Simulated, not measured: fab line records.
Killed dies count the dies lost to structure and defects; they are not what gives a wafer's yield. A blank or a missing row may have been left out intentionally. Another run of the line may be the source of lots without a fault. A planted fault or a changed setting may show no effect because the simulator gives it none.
fab line records + flow n5-finfet + part 1 of 2: steps 1 to 4 of 6
[record]
- lots = 16
- wafers = 48
- last-day = 16
route steps=1938 shown BEOL_M9@1437 BEOL_M10@1485
lots with no fault: from the same line, run without faults
start-h: start of the lot's first displayed wafer, in hours after the record's first day + wait-h: how many hours have passed since the lot's step before this one + " unchanged from the row above + L1.1+2: several wafers, shown together as one row + - no value, or no start given + * or withheld: withheld + < > ~ a bound
route shown NAME@n: a module of which the file shows steps, and the number in the route of the first + usual: mean and standard deviation over wafers with no fault + same: alike in all rows + chamber/n: place in a boat + sites: per-site readings + _std_site: the values' standard deviation + _edge_site: the outer-site mean with the inner-site mean subtracted + radius-mm: how far each site lies from the wafer's centre + mask NAME#n: copy n + behind: the tool/chamber that last shaped the wafer + hold: why the lot went on hold/how many hours it stayed there/how the hold came to an end + device: the n, p or np transistor that did not switch + end of line: the same wafers' tests at the end of the route + where a step has no rows: the recipe by itself + killed: not the wafer's yield, but the dies lost to structure and defects at the first sort + map: shows each die of a wafer: x if killed, . if not, _ if none is there
set.NAME: the run value of the setting; set.NAME@STEP: its run value at that earlier step + model.NAME: the simulator's own value behind a step, which no gauge read
a sample of lots followed through the steps of the route, with each step as a table and each wafer as a row
services: from which hour (start-h, from the record's first day; less than 0 if before it) a tool's chamber was out of use, for how many hours, and why
[[steps]]
[step N5_BEOL_M9_DESCUM_33]
[recipe]
- chemistry = O2
- time-s = 7
- source-power-w = 50
- bias-power-w = 20
- pressure-mtorr = 20
- rf-frequency-hz = 2.712e+07
- temp-c = 40
- resist = CAR-EUV
- o2-flow-sccm = 225
[usual]
- chamber-pressure-mTorr = 20.003/0.018
- drypump-motor-current-A = 5.8/0.4
- oes-product-au = 0.76/0.085
- rf-fwd-power-W = 49.4/0.31
- rf-vpp-V = 243.0/1.3
- showerhead-plenum-p-Torr = 2.09/0.062
- throttle-valve-pct = 20.47/0.25
[same]
- time-s = 7
| lot.wafer | tool        | chamber | start-h | wait-h | chamber-pressure-mTorr | drypump-motor-current-A | oes-product-au | rf-fwd-power-W | rf-hours-counter-h | rf-vpp-V | showerhead-plenum-p-Torr | throttle-valve-pct |
|-----------|-------------|---------|---------|--------|------------------------|-------------------------|----------------|----------------|--------------------|----------|--------------------------|--------------------|
| L074.2    | rie-diel-02 | 1       | 200.60  | 0.0    | 19.989                 | 6.0                     | 0.77           | 49.3           | 119                | 242.3    | 2.02                     | 20.82              |
| L074.3    | "           | 2       | "       | "      | 19.986                 | 6.2                     | 0.72           | 49.5           | 175                | 244.0    | 2.18                     | 20.62              |
| L074.5    | "           | 3       | "       | "      | 20.025                 | 5.9                     | 0.72           | 48.8           | -                  | 242.9    | 2.06                     | 20.19              |
| L079.1    | rie-diel-05 | 2       | 222.53  | 0.0    | 19.993                 | 5.3                     | 0.70           | 49.7           | 199                | 243.9    | 2.17                     | 20.33              |
| L079.2    | "           | 1       | "       | "      | 20.009                 | 6.3                     | 0.67           | 48.9           | 237                | 244.4    | 2.16                     | 20.47              |
| L079.5    | "           | 3       | "       | "      | 20.002                 | 6.2                     | 0.78           | 49.6           | -                  | 242.4    | 2.03                     | 20.48              |
| L077.2    | rie-diel-04 | 1       | 222.71  | 0.0    | 19.998                 | 5.2                     | 0.87           | 49.4           | 52                 | 244.1    | 2.13                     | 20.46              |
| L077.5    | "           | 2       | "       | "      | 19.969                 | 6.2                     | 0.74           | 49.4           | -                  | 244.9    | 2.08                     | 20.66              |
| L077.6    | "           | 1       | "       | "      | 20.003                 | 5.2                     | 0.87           | 49.5           | -                  | 245.4    | 2.13                     | 20.45              |
| L078.1    | rie-diel-05 | 0       | 224.64  | 0.0    | 19.987                 | 6.1                     | 0.81           | 49.4           | 78                 | 243.1    | 2.11                     | 20.57              |
| L078.2    | "           | 1       | "       | "      | 19.998                 | 6.3                     | 0.68           | 48.8           | 238                | 245.2    | 2.16                     | 20.48              |
| L078.4    | "           | 2       | "       | "      | 19.982                 | 5.3                     | 0.70           | 49.8           | 199                | 245.0    | 2.17                     | 20.32              |
| L081.2    | rie-diel-02 | 2       | 239.88  | 0.2    | 20.013                 | 6.3                     | 0.72           | 49.5           | 187                | 244.9    | 2.17                     | 20.63              |
| L081.4    | "           | 3       | "       | "      | 20.013                 | 5.8                     | 0.71           | 48.7           | 241                | 242.1    | 2.06                     | 20.21              |
| L081.5    | "           | 1       | "       | "      | 19.994                 | 6.0                     | 0.77           | 49.5           | -                  | 240.7    | 2.02                     | 20.82              |
| L082.1    | rie-diel-04 | 3       | 248.07  | 0.0    | 20.012                 | 5.2                     | 0.96           | 49.4           | 11                 | 242.0    | 2.07                     | 19.92              |
| L082.3    | "           | 1       | "       | "      | 20.018                 | 5.2                     | 0.86           | 50.0           | 58                 | 243.7    | 2.13                     | 20.46              |
| L082.6    | "           | 3       | "       | "      | 20.022                 | 5.3                     | 0.97           | 49.4           | -                  | 242.2    | 2.07                     | 19.89              |
| L084.2    | rie-diel-02 | 0       | 262.93  | 0.3    | 20.026                 | 5.7                     | 0.71           | 49.3           | 231                | 243.0    | 2.07                     | 20.65              |
| L084.5    | "           | 3       | "       | "      | 20.001                 | 5.8                     | 0.70           | 48.9           | -                  | 242.8    | 2.05                     | 20.23              |
| L084.6    | "           | 0       | "       | "      | 19.995                 | 5.7                     | 0.72           | 49.4           | -                  | 242.8    | 2.07                     | 20.66              |
| L083.1    | rie-diel-02 | 3       | 265.37  | 0.2    | 19.976                 | 5.8                     | 0.70           | 49.2           | 249                | 241.4    | 2.05                     | 20.21              |
| L083.2    | "           | 1       | "       | "      | 20.029                 | 6.1                     | 0.76           | 49.4           | 139                | 242.2    | 2.02                     | 20.87              |
| L083.3    | "           | 2       | "       | "      | 20.023                 | 6.3                     | 0.70           | 49.8           | 195                | 244.1    | 2.17                     | 20.64              |
| L085.1    | rie-diel-04 | 1       | 269.19  | 0.0    | 20.008                 | 5.2                     | 0.85           | 49.3           | 64                 | 242.7    | 2.13                     | 20.48              |
| L085.4    | "           | 0       | "       | "      | 19.998                 | 5.2                     | 0.70           | 49.6           | 221                | 241.0    | 1.97                     | 20.49              |
| L085.5    | "           | 1       | "       | "      | 20.010                 | 5.2                     | 0.85           | 49.5           | -                  | 243.1    | 2.13                     | 20.48              |
| L086.2    | rie-diel-02 | 0       | 276.17  | 0.1    | 20.004                 | 5.8                     | 0.71           | 49.4           | 237                | 243.5    | 2.07                     | 20.67              |
| L086.4    | "           | 2       | "       | "      | 20.050                 | 6.3                     | 0.70           | 49.4           | -                  | 243.1    | 2.17                     | 20.65              |
| L086.6    | "           | 1       | "       | "      | 20.004                 | 6.0                     | 0.75           | 49.2           | -                  | 241.6    | 2.02                     | 20.85              |
| L091.3    | rie-diel-02 | 2       | 308.41  | 0.0    | 20.009                 | 6.3                     | 0.69           | 49.6           | 213                | 244.0    | 2.17                     | 20.66              |
| L091.4    | "           | 0       | "       | "      | 20.016                 | 5.8                     | 0.71           | 49.4           | 243                | 242.6    | 2.06                     | 20.68              |
| L091.6    | "           | 2       | "       | "      | 19.991                 | 6.3                     | 0.69           | 49.6           | -                  | 242.7    | 2.16                     | 20.67              |
| L090.2    | rie-diel-05 | 0       | 308.57  | 0.0    | 19.999                 | 6.1                     | 0.78           | 49.2           | 109                | 244.5    | 2.10                     | 20.62              |
| L090.3    | "           | 2       | "       | "      | 20.011                 | 5.3                     | 0.68           | 49.5           | 230                | 244.5    | 2.16                     | 20.35              |
| L090.4    | "           | 3       | "       | "      | 20.003                 | 6.2                     | 0.75           | 49.1           | 140                | 242.2    | 2.02                     | 20.54              |
| L093.4    | rie-diel-04 | 3       | 310.75  | 0.0    | 20.010                 | 5.3                     | 0.92           | 49.8           | 24                 | 242.6    | 2.07                     | 19.93              |
| L093.5    | "           | 3       | "       | "      | 19.967                 | 5.3                     | 0.92           | 49.6           | -                  | 243.0    | 2.07                     | 19.93              |
| L093.6    | "           | 0       | "       | "      | 19.990                 | 5.2                     | 0.69           | 49.4           | -                  | 241.5    | 1.97                     | 20.48              |
| L092.1    | rie-diel-04 | 1       | 319.15  | 0.0    | 19.999                 | 5.2                     | 0.84           | 49.8           | 74                 | 244.0    | 2.12                     | 20.50              |
| L092.2    | "           | 2       | "       | "      | 20.043                 | 6.2                     | 0.72           | 49.5           | 196                | 243.1    | 2.08                     | 20.72              |
| L092.5    | "           | 0       | "       | "      | 20.026                 | 5.2                     | 0.70           | 49.6           | -                  | 240.8    | 1.97                     | 20.50              |
| L094.2    | rie-diel-04 | 1       | 329.49  | 0.0    | 20.006                 | 5.2                     | 0.83           | 49.8           | 78                 | 244.8    | 2.12                     | 20.48              |
| L094.3    | "           | 3       | "       | "      | 19.948                 | 5.3                     | 0.90           | 49.5           | 30                 | 243.2    | 2.06                     | 19.95              |
| L094.4    | "           | 2       | "       | "      | 19.986                 | 6.2                     | 0.71           | 49.7           | 200                | 241.2    | 2.07                     | 20.69              |
| L096.1    | rie-diel-05 | 3       | 341.84  | 0.0    | 19.997                 | 6.1                     | 0.74           | 49.4           | 151                | 240.6    | 2.02                     | 20.55              |
| L096.2    | "           | 0       | "       | "      | 19.989                 | 6.1                     | 0.78           | 49.7           | 120                | 242.9    | 2.10                     | 20.64              |
| L096.6    | "           | 2       | "       | "      | 20.017                 | 5.3                     | 0.67           | 49.8           | -                  | 243.4    | 2.15                     | 20.40              |
[step N5_BEOL_M9_STRIP_80]
[recipe]
- chemistry = N2/H2
- time-s = 10
- power-w = 450
- temp-c = 40
- pressure-mtorr = 20
- rf-frequency-hz = 6e+07
- bias-power-w = 7
- n2-flow-sccm = 200
- h2-flow-sccm = 200
[usual]
- chamber-pressure-mTorr = 19.998/0.018
- drypump-motor-current-A = 5.8/0.4
- oes-product-au = 0.76/0.083
- rf-vpp-V = 59.1/0.87
- showerhead-plenum-p-Torr = 2.53/0.076
- throttle-valve-pct = 23.6/0.33
[same]
- time-s = 10
| lot.wafer | tool        | chamber | start-h | wait-h | chamber-pressure-mTorr | drypump-motor-current-A | oes-product-au | rf-hours-counter-h | rf-vpp-V | showerhead-plenum-p-Torr | throttle-valve-pct |
|-----------|-------------|---------|---------|--------|------------------------|-------------------------|----------------|--------------------|----------|--------------------------|--------------------|
| L074.2    | rie-diel-02 | 1       | -       | -      | 20.014                 | 6.0                     | 0.77           | 119                | 57.5     | 2.45                     | 24.2               |
| L074.3    | "           | 2       | "       | "      | 19.984                 | 6.3                     | 0.72           | 176                | 58.9     | 2.63                     | 23.8               |
| L074.5    | "           | 3       | "       | "      | 19.997                 | 5.8                     | 0.72           | -                  | 59.7     | 2.50                     | 23.6               |
| L079.1    | rie-diel-05 | 2       | -       | -      | 19.979                 | 5.3                     | 0.70           | 199                | 59.8     | 2.64                     | 23.5               |
| L079.2    | "           | 1       | "       | "      | 20.000                 | 6.3                     | 0.67           | 237                | 60.1     | 2.62                     | 23.7               |
| L079.5    | "           | 3       | "       | "      | 19.981                 | 6.1                     | 0.78           | -                  | 59.3     | 2.43                     | 23.2               |
| L077.2    | rie-diel-04 | 1       | -       | -      | 19.989                 | 5.2                     | 0.86           | 52                 | 59.2     | 2.58                     | 23.6               |
| L077.5    | "           | 2       | "       | "      | 19.987                 | 6.2                     | 0.73           | -                  | 60.6     | 2.52                     | 23.6               |
| L077.6    | "           | 1       | "       | "      | 20.007                 | 5.2                     | 0.85           | -                  | 59.0     | 2.58                     | 23.6               |
| L078.1    | rie-diel-05 | 0       | -       | -      | 19.970                 | 6.0                     | 0.82           | 79                 | 59.2     | 2.56                     | 23.8               |
| L078.2    | "           | 1       | "       | "      | 19.974                 | 6.3                     | 0.66           | 238                | 57.7     | 2.62                     | 23.7               |
| L078.4    | "           | 2       | "       | "      | 20.023                 | 5.3                     | 0.70           | 199                | 60.7     | 2.64                     | 23.5               |
| L081.2    | rie-diel-02 | 2       | -       | -      | 20.007                 | 6.3                     | 0.71           | 187                | 59.2     | 2.63                     | 23.8               |
| L081.4    | "           | 3       | "       | "      | 19.988                 | 5.9                     | 0.71           | 241                | 59.1     | 2.50                     | 23.6               |
| L081.5    | "           | 1       | "       | "      | 20.025                 | 6.0                     | 0.76           | -                  | 59.4     | 2.44                     | 24.2               |
| L082.1    | rie-diel-04 | 3       | -       | -      | 19.992                 | 5.3                     | 0.96           | 11                 | 58.9     | 2.49                     | 22.8               |
| L082.3    | "           | 1       | "       | "      | 19.980                 | 5.2                     | 0.86           | 58                 | 59.5     | 2.58                     | 23.6               |
| L082.6    | "           | 3       | "       | "      | 19.988                 | 5.3                     | 0.96           | -                  | 58.4     | 2.49                     | 22.8               |
| L084.2    | rie-diel-02 | 0       | -       | -      | 20.005                 | 5.8                     | 0.73           | 232                | 58.4     | 2.50                     | 23.8               |
| L084.5    | "           | 3       | "       | "      | 19.990                 | 5.9                     | 0.70           | -                  | 58.4     | 2.50                     | 23.6               |
| L084.6    | "           | 0       | "       | "      | 20.013                 | 5.8                     | 0.72           | -                  | 59.3     | 2.50                     | 23.8               |
| L083.1    | rie-diel-02 | 3       | -       | -      | 20.001                 | 5.8                     | 0.70           | 249                | 58.6     | 2.49                     | 23.6               |
| L083.2    | "           | 1       | "       | "      | 19.994                 | 6.0                     | 0.75           | 139                | 58.7     | 2.44                     | 24.2               |
| L083.3    | "           | 2       | "       | "      | 19.997                 | 6.3                     | 0.70           | 195                | 60.6     | 2.62                     | 23.8               |
| L085.1    | rie-diel-04 | 1       | -       | -      | 19.977                 | 5.2                     | 0.86           | 65                 | 59.3     | 2.58                     | 23.6               |
| L085.4    | "           | 0       | "       | "      | 20.000                 | 5.2                     | 0.70           | 221                | 58.1     | 2.41                     | 23.6               |
| L085.5    | "           | 1       | "       | "      | 20.023                 | 5.2                     | 0.86           | -                  | 59.4     | 2.58                     | 23.6               |
| L086.2    | rie-diel-02 | 0       | -       | -      | 19.987                 | 5.8                     | 0.71           | 237                | 57.3     | 2.50                     | 23.8               |
| L086.4    | "           | 2       | "       | "      | 19.996                 | 6.3                     | 0.70           | -                  | 58.5     | 2.62                     | 23.8               |
| L086.6    | "           | 1       | "       | "      | 20.014                 | 6.0                     | 0.76           | -                  | 58.8     | 2.44                     | 24.2               |
| L091.3    | rie-diel-02 | 2       | -       | -      | 19.999                 | 6.3                     | 0.69           | 214                | 59.5     | 2.62                     | 23.8               |
| L091.4    | "           | 0       | "       | "      | 20.010                 | 5.8                     | 0.71           | 244                | 57.7     | 2.49                     | 23.8               |
| L091.6    | "           | 2       | "       | "      | 20.024                 | 6.3                     | 0.69           | -                  | 58.2     | 2.61                     | 23.8               |
| L090.2    | rie-diel-05 | 0       | -       | -      | 20.007                 | 6.1                     | 0.77           | 110                | 58.5     | 2.54                     | 23.8               |
| L090.3    | "           | 2       | "       | "      | 19.998                 | 5.3                     | 0.68           | 230                | 58.8     | 2.63                     | 23.5               |
| L090.4    | "           | 3       | "       | "      | 20.025                 | 6.1                     | 0.75           | 140                | 57.7     | 2.42                     | 23.2               |
| L093.4    | rie-diel-04 | 3       | -       | -      | 20.001                 | 5.3                     | 0.92           | -                  | 58.9     | 2.48                     | 22.8               |
| L093.5    | "           | 1       | "       | "      | 19.992                 | 5.2                     | 0.84           | -                  | 58.2     | 2.58                     | 23.6               |
| L093.6    | "           | 2       | "       | "      | 19.995                 | 6.2                     | 0.72           | -                  | 58.9     | 2.51                     | 23.7               |
| L092.1    | rie-diel-04 | 1       | -       | -      | 20.026                 | 5.2                     | 0.84           | 74                 | 58.6     | 2.57                     | 23.6               |
| L092.2    | "           | 2       | "       | "      | 20.000                 | 6.2                     | 0.71           | 196                | 59.3     | 2.51                     | 23.7               |
| L092.5    | "           | 0       | "       | "      | 19.997                 | 5.2                     | 0.69           | -                  | 59.6     | 2.41                     | 23.6               |
| L094.2    | rie-diel-04 | 1       | -       | -      | 20.008                 | 5.2                     | 0.83           | 78                 | 58.5     | 2.57                     | 23.6               |
| L094.3    | "           | 3       | "       | "      | 20.025                 | 5.3                     | 0.90           | 30                 | 59.2     | 2.48                     | 22.8               |
| L094.4    | "           | 2       | "       | "      | 20.020                 | 6.2                     | 0.72           | 200                | 57.3     | 2.51                     | 23.7               |
| L096.1    | rie-diel-05 | 3       | -       | -      | 20.009                 | 6.2                     | 0.74           | 151                | 59.1     | 2.41                     | 23.2               |
| L096.2    | "           | 0       | "       | "      | 20.000                 | 6.1                     | 0.78           | 120                | 59.5     | 2.54                     | 23.9               |
| L096.6    | "           | 2       | "       | "      | 19.997                 | 5.3                     | 0.67           | -                  | 59.6     | 2.62                     | 23.6               |
[step N5_BEOL_M10_INSPECT_13]
[recipe]
- mode = adi
- inspect-instrument = brightfield
[usual]
- raw-defect-count = 427/100
| lot.wafer | tool              | chamber | start-h | wait-h | raw-defect-count |
|-----------|-------------------|---------|---------|--------|------------------|
| L074.2    | defect-inspect-02 | -       | 204.68  | 0.0    | 383              |
| L074.3    | "                 | -       | "       | "      | 298              |
| L074.5    | "                 | -       | "       | "      | 345              |
| L079.1    | defect-inspect-02 | -       | 227.27  | 0.0    | 619              |
| L079.2    | "                 | -       | "       | "      | 344              |
| L079.5    | "                 | -       | "       | "      | 343              |
| L077.2    | defect-inspect-02 | -       | 229.99  | 0.0    | 456              |
| L077.5    | "                 | -       | "       | "      | 550              |
| L077.6    | "                 | -       | "       | "      | 532              |
| L078.1    | defect-inspect-02 | -       | 230.43  | 0.0    | 292              |
| L078.2    | "                 | -       | "       | "      | 272              |
| L078.4    | "                 | -       | "       | "      | 361              |
| L081.2    | defect-inspect-01 | -       | 247.27  | 0.0    | 374              |
| L081.4    | "                 | -       | "       | "      | 377              |
| L081.5    | "                 | -       | "       | "      | 358              |
| L082.1    | defect-inspect-02 | -       | 253.35  | 0.0    | 479              |
| L082.3    | "                 | -       | "       | "      | 441              |
| L082.6    | "                 | -       | "       | "      | 585              |
| L084.2    | defect-inspect-02 | -       | 269.64  | 0.0    | 406              |
| L084.5    | "                 | -       | "       | "      | 565              |
| L084.6    | "                 | -       | "       | "      | 543              |
| L083.1    | defect-inspect-02 | -       | 270.33  | 0.0    | 388              |
| L083.2    | "                 | -       | "       | "      | 292              |
| L083.3    | "                 | -       | "       | "      | 404              |
| L085.1    | defect-inspect-01 | -       | 277.77  | 0.0    | 442              |
| L085.4    | "                 | -       | "       | "      | 422              |
| L085.5    | "                 | -       | "       | "      | 429              |
| L086.2    | defect-inspect-01 | -       | 284.11  | 0.0    | 687              |
| L086.4    | "                 | -       | "       | "      | 477              |
| L086.6    | "                 | -       | "       | "      | 435              |
| L091.3    | defect-inspect-02 | -       | 313.26  | 0.0    | 370              |
| L091.4    | "                 | -       | "       | "      | 405              |
| L091.6    | "                 | -       | "       | "      | 389              |
| L090.2    | defect-inspect-01 | -       | 313.50  | 0.0    | 555              |
| L090.3    | "                 | -       | "       | "      | 502              |
| L090.4    | "                 | -       | "       | "      | 461              |
| L093.4    | defect-inspect-01 | -       | 317.33  | 0.0    | 533              |
| L093.5    | "                 | -       | "       | "      | 393              |
| L093.6    | "                 | -       | "       | "      | 360              |
| L092.1    | defect-inspect-02 | -       | 323.36  | 0.0    | 527              |
| L092.2    | "                 | -       | "       | "      | 429              |
| L092.5    | "                 | -       | "       | "      | 510              |
| L094.2    | defect-inspect-02 | -       | 334.12  | 0.0    | 285              |
| L094.3    | "                 | -       | "       | "      | 240              |
| L094.4    | "                 | -       | "       | "      | 234              |
| L096.1    | defect-inspect-01 | -       | 347.13  | 0.0    | 281              |
| L096.2    | "                 | -       | "       | "      | 326              |
| L096.6    | "                 | -       | "       | "      | 438              |
[step N5_BEOL_M10_DESCUM_16]
[recipe]
- chemistry = O2
- time-s = 7.9
- source-power-w = 50
- bias-power-w = 20
- pressure-mtorr = 20
- rf-frequency-hz = 2.712e+07
- temp-c = 40
- resist = CAR-ArF
- o2-flow-sccm = 225
[usual]
- chamber-pressure-mTorr = 19.999/0.019
- drypump-motor-current-A = 5.6/0.52
- oes-product-au = 0.81/0.081
- rf-fwd-power-W = 49.31/0.27
- rf-vpp-V = 243.3/1.3
- showerhead-plenum-p-Torr = 2.10/0.069
- throttle-valve-pct = 20.47/0.2
[same]
- time-s = 7.9
| lot.wafer | tool        | chamber | start-h | wait-h | chamber-pressure-mTorr | drypump-motor-current-A | oes-product-au | rf-fwd-power-W | rf-hours-counter-h | rf-vpp-V | showerhead-plenum-p-Torr | throttle-valve-pct |
|-----------|-------------|---------|---------|--------|------------------------|-------------------------|----------------|----------------|--------------------|----------|--------------------------|--------------------|
| L074.2    | rie-diel-03 | 0       | 204.72  | 0.0    | 20.018                 | 6.3                     | 0.69           | 49.46          | 229                | 244.5    | 2.16                     | 20.72              |
| L074.3    | "           | 1       | "       | "      | 19.986                 | 4.8                     | 0.80           | 49.46          | 110                | 241.7    | 2.03                     | 20.12              |
| L074.5    | "           | 2       | "       | "      | 20.010                 | 5.7                     | 0.71           | 49.06          | -                  | 242.3    | 1.98                     | 20.62              |
| L079.1    | rie-diel-01 | 1       | 227.31  | 0.0    | 19.995                 | 5.7                     | 0.91           | 49.49          | 24                 | 242.3    | 2.05                     | 20.28              |
| L079.2    | "           | 0       | "       | "      | 19.986                 | 5.6                     | 0.70           | 49.53          | 229                | 240.9    | 2.06                     | 20.68              |
| L079.5    | "           | 0       | "       | "      | 19.994                 | 5.6                     | 0.71           | 49.57          | -                  | 243.1    | 2.06                     | 20.67              |
| L077.2    | rie-diel-06 | 3       | 230.05  | 0.1    | 20.005                 | 4.9                     | 0.80           | 49.58          | 97                 | 241.5    | 2.03                     | 20.21              |
| L077.5    | "           | 3       | "       | "      | 20.008                 | 4.9                     | 0.80           | 49.58          | -                  | 241.7    | 2.03                     | 20.21              |
| L077.6    | "           | 2       | "       | "      | 20.020                 | 5.2                     | 0.79           | 49.30          | -                  | 241.9    | 2.03                     | 20.64              |
| L078.1    | rie-diel-03 | 0       | 230.47  | 0.0    | 20.009                 | 6.3                     | 0.69           | 49.32          | 236                | 244.1    | 2.16                     | 20.73              |
| L078.2    | "           | 2       | "       | "      | 19.981                 | 5.8                     | 0.70           | 49.29          | 230                | 241.5    | 1.98                     | 20.63              |
| L078.4    | "           | 3       | "       | "      | 19.977                 | 5.8                     | 0.91           | 48.91          | 34                 | 242.7    | 2.14                     | 20.50              |
| L081.2    | rie-diel-01 | 1       | 247.93  | 0.7    | 20.020                 | 5.7                     | 0.89           | 49.65          | 31                 | 244.4    | 2.05                     | 20.28              |
| L081.4    | "           | 0       | "       | "      | 19.977                 | 5.6                     | 0.71           | 49.51          | 236                | 242.0    | 2.06                     | 20.69              |
| L081.5    | "           | 1       | "       | "      | 19.992                 | 5.7                     | 0.90           | 49.53          | -                  | 244.6    | 2.05                     | 20.27              |
| L082.1    | rie-diel-01 | 0       | 254.03  | 0.7    | 20.023                 | 5.6                     | 0.70           | 49.65          | 236                | 243.9    | 2.06                     | 20.69              |
| L082.3    | "           | 2       | "       | "      | 19.962                 | 5.1                     | 0.77           | 49.02          | 138                | 242.7    | 2.18                     | 20.74              |
| L082.6    | "           | 2       | "       | "      | 19.975                 | 5.1                     | 0.76           | 49.15          | -                  | 245.2    | 2.18                     | 20.75              |
| L084.2    | rie-diel-01 | 3       | 269.68  | 0.0    | 19.975                 | 6.5                     | 0.81           | 49.28          | 82                 | 245.4    | 2.21                     | 20.24              |
| L084.5    | "           | 1       | "       | "      | 20.008                 | 5.7                     | 0.88           | 49.58          | -                  | 243.9    | 2.05                     | 20.27              |
| L084.6    | "           | 2       | "       | "      | 20.001                 | 5.1                     | 0.75           | 49.21          | -                  | 244.6    | 2.18                     | 20.75              |
| L083.1    | rie-diel-01 | 2       | 270.37  | 0.0    | 19.999                 | 5.1                     | 0.76           | 48.91          | 144                | 243.9    | 2.18                     | 20.77              |
| L083.2    | "           | 3       | "       | "      | 20.016                 | 6.5                     | 0.81           | 48.93          | 82                 | 245.8    | 2.21                     | 20.24              |
| L083.3    | "           | 0       | "       | "      | 19.978                 | 5.6                     | 0.70           | 49.64          | 242                | 241.5    | 2.06                     | 20.71              |
| L085.1    | rie-diel-01 | 2       | 277.83  | 0.1    | 20.002                 | 5.1                     | 0.76           | 48.85          | 146                | 244.9    | 2.18                     | 20.75              |
| L085.4    | "           | 3       | "       | "      | 20.001                 | 6.5                     | 0.82           | 49.28          | 84                 | 244.0    | 2.21                     | 20.23              |
| L085.5    | "           | 3       | "       | "      | 20.022                 | 6.5                     | 0.82           | 49.27          | -                  | 244.3    | 2.21                     | 20.24              |
| L086.2    | rie-diel-01 | 0       | 284.39  | 0.3    | 19.976                 | 5.6                     | 0.69           | 49.75          | 245                | 242.2    | 2.06                     | 20.70              |
| L086.4    | "           | 1       | "       | "      | 20.024                 | 5.7                     | 0.87           | 49.40          | 41                 | 243.4    | 2.05                     | 20.28              |
| L086.6    | "           | 0       | "       | "      | 20.022                 | 5.6                     | 0.70           | 49.44          | -                  | 240.9    | 2.06                     | 20.71              |
| L091.3    | rie-diel-01 | 1       | 313.85  | 0.6    | 19.976                 | 5.7                     | 0.86           | 49.47          | 52                 | 242.9    | 2.04                     | 20.32              |
| L091.4    | "           | 1       | "       | "      | 19.999                 | 5.8                     | 0.85           | 49.52          | -                  | 241.7    | 2.04                     | 20.31              |
| L091.6    | "           | 2       | "       | "      | 20.005                 | 5.1                     | 0.75           | 48.89          | -                  | 244.5    | 2.18                     | 20.78              |
| L090.2    | rie-diel-03 | 3       | 313.88  | 0.4    | 19.991                 | 5.8                     | 0.86           | 48.70          | 66                 | 243.5    | 2.13                     | 20.56              |
| L090.3    | "           | 0       | "       | "      | 20.012                 | 6.3                     | 0.96           | 49.68          | -                  | 245.0    | 2.15                     | 20.44              |
| L090.4    | "           | 3       | "       | "      | 19.969                 | 5.8                     | 0.86           | 49.06          | -                  | 242.5    | 2.13                     | 20.54              |
| L093.4    | rie-diel-03 | 3       | 317.64  | 0.3    | 19.995                 | 5.8                     | 0.86           | 48.97          | -                  | 244.0    | 2.13                     | 20.55              |
| L093.5    | "           | 1       | "       | "      | 19.970                 | 4.8                     | 0.75           | 49.28          | -                  | 242.2    | 2.01                     | 20.18              |
| L093.6    | "           | 0       | "       | "      | 19.966                 | 6.3                     | 0.94           | 49.57          | -                  | 244.2    | 2.15                     | 20.44              |
| L092.1    | rie-diel-01 | 2       | 323.39  | 0.0    | 20.007                 | 5.1                     | 0.74           | 49.04          | 162                | 243.9    | 2.18                     | 20.78              |
| L092.2    | "           | 3       | "       | "      | 20.020                 | 6.5                     | 0.79           | 49.04          | 101                | 244.3    | 2.20                     | 20.26              |
| L092.5    | "           | 0       | "       | "      | 19.959                 | 5.7                     | 1.01           | 49.70          | -                  | 243.3    | 2.06                     | 20.37              |
| L094.2    | rie-diel-03 | 3       | 334.16  | 0.0    | 19.989                 | 5.8                     | 0.85           | 48.89          | 75                 | 243.3    | 2.13                     | 20.56              |
| L094.3    | "           | 2       | "       | "      | 19.978                 | 5.8                     | 0.94           | 49.20          | 6                  | 245.0    | 2.23                     | 20.24              |
| L094.4    | "           | 0       | "       | "      | 19.975                 | 6.3                     | 0.94           | 49.49          | 15                 | 243.7    | 2.15                     | 20.47              |
| L096.1    | rie-diel-06 | 1       | 347.16  | 0.0    | 20.029                 | 5.4                     | 0.74           | 49.80          | 162                | 242.8    | 2.11                     | 20.64              |
| L096.2    | "           | 3       | "       | "      | 20.010                 | 4.9                     | 0.75           | 49.43          | 140                | 241.0    | 2.02                     | 20.26              |
| L096.6    | "           | 3       | "       | "      | 20.014                 | 4.9                     | 0.76           | 49.55          | -                  | 240.3    | 2.02                     | 20.26              |
